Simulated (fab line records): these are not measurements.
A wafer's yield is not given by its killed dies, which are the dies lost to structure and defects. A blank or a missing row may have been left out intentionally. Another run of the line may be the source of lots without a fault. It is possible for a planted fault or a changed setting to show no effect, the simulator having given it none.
fab line records	flow nandHarc
record: lots: 13	wafers: 39	lastDay: 33
route steps=1302 shown A_STAIRCASE@738 THIN_TSV@1264 END@1302
lots with no fault: from the same line, run without faults
startH: the number of hours between the record's first day and the start of the first shown wafer of the lot	waitH: hours from the lot's prior step to this one	" unchanged from the row above	L1.1+2: a row that stands for several wafers	- no value, or no start given	* or withheld: withheld	< > ~ a bound
route shown NAME@n: names a module that has steps shown in the file, with the first one's number in the route	usual: mean/standard deviation taken from wafers without a fault	same: alike in all rows	chamber/n: place in a boat	sites: the reading at each site	_std_site: standard deviation of those values	_edge_site: the outer-site mean with the inner-site mean subtracted	radiusMm: how far each site lies from the wafer's centre	mask NAME#n: copy n	behind: the last tool/chamber to shape the wafer	hold: why the lot went on hold/how many hours it stayed there/how the hold came to an end	device: names the non-switching transistor (n, p or np)	end of line: the tests these same wafers got at the end of their route	step lacking rows: just its recipe	killed: dies that structure and defects cost at the first sort, which is not the same as the wafer's yield	map: a wafer's dies, marking killed ones x, the rest . and places with no die _
set.NAME: the setting the step ran with; set.NAME@STEP: the setting that earlier step ran with	model.NAME: the simulator's own value behind a step, which no gauge read
one table for each step of the route and one row for each wafer, over a sample of lots
services: the hour from which a tool's chamber was out of use, counted from the record's first day as startH (under 0 if before that day), plus the number of hours and why
== steps ==
step: NHARC_A_STAIRCASE_TRIM_224
recipe: timeS: 211.2	o2FlowSccm: 500	arFlowSccm: 0	biasW: 0	chemistry: O2
usual: drypumpMotorCurrentA: 5.7/0.54	mfcArSccm: 0.010/0.013	oesProductAu: 0.997/0.0074	rfVppV: 58.0/0.87	showerheadPlenumPTorr: 3.55/0.17	throttleValvePct: 17.037/0.009
lot.wafer	tool	chamber	startH	waitH	drypumpMotorCurrentA	mfcArSccm	oesProductAu	rfHoursCounterH	rfVppV	showerheadPlenumPTorr	throttleValvePct
L615.3	rieDiel-01	1	367.94	-	6.3	0	1.005	51	58.4	3.68	17.039
L615.4	"	2	"	"	6.4	0	1.006	45	56.7	3.27	17.046
L615.5	"	0	"	"	4.9	0	1.011	-	56.8	3.27	17.027
L616.3	rieDiel-05	3	379.51	-	6.4	0.036	0.986	38	57.5	3.71	17.044
L616.6	"	0	"	"	5.9	0.031	0.979	-	58.2	3.33	17.046
L616.5	"	1	"	"	5.4	0.010	1.001	-	58.6	3.65	17.016
L617.3	rieDiel-01	1	403.76	-	6.3	0	1.003	7	59.1	3.67	17.025
L617.2	"	2	"	"	6.4	0	1.002	7	56.7	3.80	17.025
L617.4	"	3	"	"	6.1	0	0.986	5	57.6	3.30	17.032
L618.3	rieDiel-05	0	406.64	-	5.9	0.031	0.987	56	56.1	3.32	17.026
L618.4	"	3	"	"	6.3	0.036	0.991	52	57.9	3.71	17.034
L618.6	"	0	"	"	5.9	0.031	0.998	-	56.7	3.32	17.045
L619.3	rieDiel-01	3	410.79	-	6.1	0	0.996	-	58.3	3.30	17.045
L619.4	"	2	"	"	6.4	0	0.993	-	58.8	3.80	17.045
L619.5	"	3	"	"	6.1	0	0.993	-	58.2	3.30	17.037
L621.4	rieDiel-05	0	429.07	-	5.9	0.031	0.993	4	57.9	3.32	17.022
L621.2	"	2	"	"	4.7	0.025	1.000	4	57.8	3.51	17.022
L621.5	"	1	"	"	5.3	0.010	1.001	-	59.8	3.64	17.060
L623.4	rieDiel-01	2	441.20	-	6.4	0	0.993	26	57.4	3.79	17.033
L623.1	"	3	"	"	6.1	0	0.987	22	55.8	3.30	17.044
L623.5	"	1	"	"	6.3	0	1.001	-	57.7	3.67	17.028
L628.3	rieDiel-01	1	506.26	-	6.3	0	1.005	32	58.3	3.66	17.049
L628.2	"	2	"	"	6.4	0	1.014	52	58.1	3.78	17.036
L628.6	"	1	"	"	6.3	0	1.006	-	58.0	3.66	17.023
L632.3	rieDiel-09	3	544.67	-	5.5	0.010	0.995	17	57.9	3.50	17.035
L632.1	"	0	"	"	6.1	0	0.985	15	59.1	3.54	17.039
L632.2	"	1	"	"	5.5	0	1.004	10	57.6	3.52	17.032
L633.1	rieDiel-05	1	547.49	-	5.4	0.010	0.997	41	58.8	3.62	17.038
L633.4	"	3	"	"	6.3	0.036	0.998	36	59.2	3.68	17.031
L633.5	"	0	"	"	5.8	0.031	0.991	-	56.4	3.30	17.037
L634.4	rieDiel-05	0	564.20	-	5.9	0.031	0.991	43	58.8	3.30	17.031
L634.1	"	2	"	"	4.7	0.025	0.985	41	59.3	3.49	17.033
L634.6	"	0	"	"	5.8	0.031	0.984	-	58.4	3.30	17.040
L635.3	rieDiel-09	1	582.21	-	5.5	0	0.990	19	57.7	3.52	17.044
L635.1	"	2	"	"	5.8	0	0.999	30	57.9	3.32	17.045
L635.5	"	3	"	"	5.6	0.010	0.999	-	57.7	3.50	17.031
L637.1	rieDiel-09	0	602.56	-	6.1	0	0.983	34	58.2	3.53	17.036
L637.4	"	3	"	"	5.5	0.010	1.007	27	59.0	3.49	17.037
L637.5	"	1	"	"	5.5	0	0.993	-	59.1	3.51	17.041
step: NHARC_THIN_TSV_CD_MEAS_16
usual: cdNm: 999.6/1.7
lot.wafer	tool	chamber	startH	waitH	cdNm
L615.3	cdSem-03	-	561.92	0.1	999.0
L615.4	"	-	"	"	1000.2
L615.5	"	-	"	"	1000.1
L616.3	cdSem-02	-	568.06	0.1	1000.9
L616.5	"	-	"	"	1000.7
L616.6	"	-	"	"	1002.9
L617.2	cdSem-03	-	602.85	0.1	997.7
L617.3	"	-	"	"	999.1
L617.4	"	-	"	"	999.1
L619.3	cdSem-01	-	609.38	0.1	998.7
L619.4	"	-	"	"	1000.6
L619.5	"	-	"	"	999.7
L618.3	cdSem-01	-	610.40	0.1	997.8
L618.4	"	-	"	"	998.5
L618.6	"	-	"	"	999.0
L621.2	cdSem-03	-	614.88	0.1	998.3
L621.4	"	-	"	"	999.9
L621.5	"	-	"	"	999.1
L623.1	cdSem-03	-	632.30	0.1	1000.2
L623.4	"	-	"	"	999.1
L623.5	"	-	"	"	999.8
L628.2	cdSem-03	-	683.90	0.1	998.1
L628.3	"	-	"	"	1000.0
L628.6	"	-	"	"	999.2
L632.1	cdSem-03	-	747.91	0.1	998.5
L632.2	"	-	"	"	996.9
L632.3	"	-	"	"	997.8
L633.1	cdSem-01	-	748.60	0.1	1000.8
L633.4	"	-	"	"	1000.1
L633.5	"	-	"	"	1000.1
L635.1	cdSem-01	-	756.74	0.1	1000.8
L635.3	"	-	"	"	1000.1
L635.5	"	-	"	"	998.6
L634.1	cdSem-02	-	757.97	0.1	997.1
L634.4	"	-	"	"	999.9
L634.6	"	-	"	"	999.4
L637.1	cdSem-03	-	783.01	0.1	1001.6
L637.4	"	-	"	"	1004.9
L637.5	"	-	"	"	1002.9
step: NHARC_THIN_TSV_PRE_CLEAN_54
recipe: timeS: 30	tempC: 280	gas: H2/He
usual: heaterPowerW: 394/43
lot.wafer	tool	chamber	startH	waitH	heaterPowerW
L615.3	pvdSputter-03	-	566.15	0.0	419
L615.4	"	-	"	"	421
L615.5	"	-	"	"	387
L616.3	pvdSputter-01	-	572.26	0.1	495
L616.6	"	-	"	"	363
L616.5	"	-	"	"	381
L617.4	pvdSputter-03	-	606.95	0.1	381
L617.3	"	-	"	"	421
L617.2	"	-	"	"	318
L619.3	pvdSputter-02	-	614.45	0.0	348
L619.4	"	-	"	"	366
L619.5	"	-	"	"	343
L618.3	pvdSputter-02	-	615.74	0.1	349
L618.4	"	-	"	"	367
L618.6	"	-	"	"	418
L621.2	pvdSputter-02	-	618.74	0.1	364
L621.4	"	-	"	"	416
L621.5	"	-	"	"	424
L623.4	pvdSputter-02	-	636.21	0.1	429
L623.1	"	-	"	"	356
L623.5	"	-	"	"	372
L628.3	pvdSputter-01	-	687.77	0.1	404
L628.2	"	-	"	"	400
L628.6	"	-	"	"	405
L632.2	pvdSputter-03	-	752.21	0.1	414
L632.1	"	-	"	"	357
L632.3	"	-	"	"	318
L633.4	pvdSputter-01	-	752.70	0.1	384
L633.1	"	-	"	"	403
L633.5	"	-	"	"	386
L635.3	pvdSputter-02	-	760.63	0.0	321
L635.1	"	-	"	"	364
L635.5	"	-	"	"	339
L634.4	pvdSputter-03	-	761.85	0.0	415
L634.1	"	-	"	"	366
L634.6	"	-	"	"	413
L637.1	pvdSputter-02	-	786.89	0.0	339
L637.4	"	-	"	"	410
L637.5	"	-	"	"	330
step: NHARC_THIN_TSV_ETCH_59
recipe: targetDepthA: 8800	icpW: 900	biasW: 100	Cl2_flow_sccm: 60	bcl3FlowSccm: 30	timeS: 138.1	chemistry: Cl2/BCl3
usual: drypumpMotorCurrentA: 5.7/0.43	oesProductAu: 1.001/0.0054	throttleValvePct: 22.264/0.0089
lot.wafer	tool	chamber	startH	waitH	drypumpMotorCurrentA	oesProductAu	rfHoursCounterH	throttleValvePct
L615.3	rieMetal-01	1	567.57	0.2	5.0	1.000	-	22.258
L615.4	"	0	"	"	5.5	1.005	-	22.258
L615.5	"	0	"	"	5.6	1.011	-	22.274
L616.3	rieMetal-02	1	573.65	0.2	5.6	1.001	-	22.259
L616.6	"	1	"	"	5.6	1.015	-	22.265
L616.5	"	0	"	"	6.3	1.013	-	22.245
L617.2	rieMetal-03	1	608.29	0.1	5.9	1.002	0.9	22.248
L617.4	"	1	"	"	5.9	0.994	-	22.257
L617.3	"	0	"	"	6.2	0.999	-	22.276
L619.3	rieMetal-01	1	615.88	0.2	5.0	1.002	-	22.256
L619.4	"	0	"	"	5.5	1.004	-	22.247
L619.5	"	1	"	"	5.0	0.997	-	22.265
L618.3	rieMetal-03	0	617.15	0.1	6.2	1.002	-	22.268
L618.4	"	1	"	"	5.9	0.995	-	22.263
L618.6	"	1	"	"	5.9	1.001	-	22.260
L621.2	rieMetal-01	1	619.98	0.1	5.0	0.998	0.9	22.249
L621.4	"	0	"	"	5.6	1.002	-	22.273
L621.5	"	1	"	"	5.0	1.000	-	22.266
L623.1	rieMetal-03	1	637.56	0.1	5.9	0.992	1.5	22.244
L623.4	"	1	"	"	5.9	1.001	-	22.264
L623.5	"	1	"	"	5.9	0.990	-	22.272
L628.2	rieMetal-03	1	689.11	0.1	5.9	1.007	2.3	22.254
L628.3	"	1	"	"	5.9	0.996	-	22.257
L628.6	"	0	"	"	6.2	0.995	-	22.272
L632.1	rieMetal-02	1	753.57	0.1	5.6	0.999	1.9	22.264
L632.2	"	1	"	"	5.6	1.002	-	22.252
L632.3	"	1	"	"	5.6	0.993	-	22.267
L633.1	rieMetal-03	0	754.12	0.2	6.2	1.000	0.6	22.266
L633.4	"	1	"	"	5.9	1.002	-	22.246
L633.5	"	1	"	"	5.9	1.003	-	22.251
L635.1	rieMetal-01	1	761.98	0.1	5.0	0.991	0.0	22.250
L635.3	"	1	"	"	5.0	1.001	-	22.292
L635.5	"	1	"	"	5.0	1.005	-	22.257
L634.1	rieMetal-03	1	763.10	0.1	6.0	1.002	1.0	22.273
L634.4	"	0	"	"	6.2	1.001	-	22.257
L634.6	"	0	"	"	6.2	1.010	-	22.258
L637.1	rieMetal-01	0	788.30	0.1	5.6	1.002	0.3	22.263
L637.4	"	0	"	"	5.6	1.010	-	22.269
L637.5	"	0	"	"	5.5	1.007	-	22.258
step: NHARC_END_SORT_01
recipe: tempC: 25
usual: killedAtArray: 54/20	killedAtOther: 0.9/1.1	killedAtPeriphery: 3.8/2.4	killedDies: 58/20	killedOpen: 3.5/1.9	killedShort: 2.5/1.6
same: grossDies: 677
lot.wafer	tool	chamber	startH	waitH	killedAtArray	killedAtOther	killedAtPeriphery	killedDies	killedOpen	killedShort
L628.2	prober-01	0	698.75	2.8	91	0	3	94	3	1
L628.3	prober-01	0	699.54	3.1	133	2	2	137	2	2
L628.6	prober-01	0	701.92	4.0	149	3	4	156	4	2
killed by level:class
L628.2 A_STAIRCASE:unspecified=35 A_CHANNEL_HOLE_D1:chamberFilmFlake=27 A_CONTACT:chamberFilmFlake=8 A_SLIT:chamberFilmFlake=5 A_CHANNEL_HOLE_D2:chamberFilmFlake=5 A_STAIRCASE:chamberFilmFlake=5 P_GATE:chamberFilmFlake=2 A_M0:chamberFilmFlake=2
L628.3 A_STAIRCASE:unspecified=69 A_CHANNEL_HOLE_D1:chamberFilmFlake=36 A_SLIT:chamberFilmFlake=12 A_STAIRCASE:chamberFilmFlake=6 A_CHANNEL_HOLE_D2:chamberFilmFlake=3 THIN_TSV:chamberFilmFlake=2 P_STI:geometricParticle:short=1 A_CHANNEL_FILL_D1:geometricParticle:open=1
L628.6 A_STAIRCASE:unspecified=66 A_SLIT:chamberFilmFlake=33 A_CHANNEL_HOLE_D1:chamberFilmFlake=30 A_CHANNEL_HOLE_D2:chamberFilmFlake=6 A_CONTACT:chamberFilmFlake=3 A_M0:chamberFilmFlake=3 THIN_TSV:chamberFilmFlake=3 A_STAIRCASE:chamberFilmFlake=2
== services ==
tool	chamber	startH	hours	kind
pvdSputter-03	-	348.13	10.0	pm
rieDiel-01	2	354.91	5.2	repair
rieMetal-03	-	355.77	0.7	repair
rieDiel-01	-	380.80	9.0	pm
rieMetal-01	-	398.00	9.0	pm
rieMetal-03	-	439.26	0.6	repair
pvdSputter-02	-	460.00	10.0	pm
rieDiel-01	1	476.34	10.3	repair
rieMetal-03	1	486.43	3.3	repair
rieMetal-03	-	519.00	9.0	pm
pvdSputter-02	-	520.14	3.2	repair
rieDiel-01	-	557.80	9.0	pm
rieMetal-01	-	575.00	9.0	pm
rieDiel-05	-	587.88	9.0	pm
pvdSputter-02	-	638.00	10.0	pm
rieDiel-01	1	679.57	16.8	repair
rieDiel-05	2	693.72	16.0	repair
rieMetal-03	-	696.00	9.0	pm
pvdSputter-02	-	709.67	4.8	repair
rieDiel-01	-	734.80	9.0	pm
rieMetal-01	0	749.69	2.5	repair
rieMetal-01	-	752.00	9.0	pm
rieDiel-01	0	758.70	2.7	repair
rieDiel-05	-	764.88	9.0	pm
== key ==
firstSign: step: NHARC_END_SORT_01	reading: killedAtArray	direction: up	sigmas: 3.6	usual: 54	struck: 124	wafersMoved: 2
effect: step: NHARC_END_SORT_01	reading: killedDies	direction: up	sigmas: 3.5	usual: 58	struck: 129	wafersMoved: 2
moreKillsBornAt: NHARC_A_STAIRCASE_TRIM_224@rieDiel-01: 170
metAt NHARC_A_STAIRCASE_TRIM_224
struckLots L628
testerLeftOut L628
notActingAt NHARC_THIN_TSV_CD_MEAS_16,NHARC_THIN_TSV_PRE_CLEAN_54,NHARC_THIN_TSV_ETCH_59
onsetBetween 441.20 506.26
fault: kind: chamberParticleSource	tool: rieDiel-01	chamber: -	onsetH: 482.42	steps: NHARC_A_STAIRCASE_TRIM_224	ratePerVisitCm2: 0.49394	endH: 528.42
testerLeftOut: of these lots the tester's yield and bins aren't shown, on N5 and GAA mostly nor the transistor test; their killed dies are dies lost to structure and defects alone, not to doping, threshold or leakage, so they don't give the yield
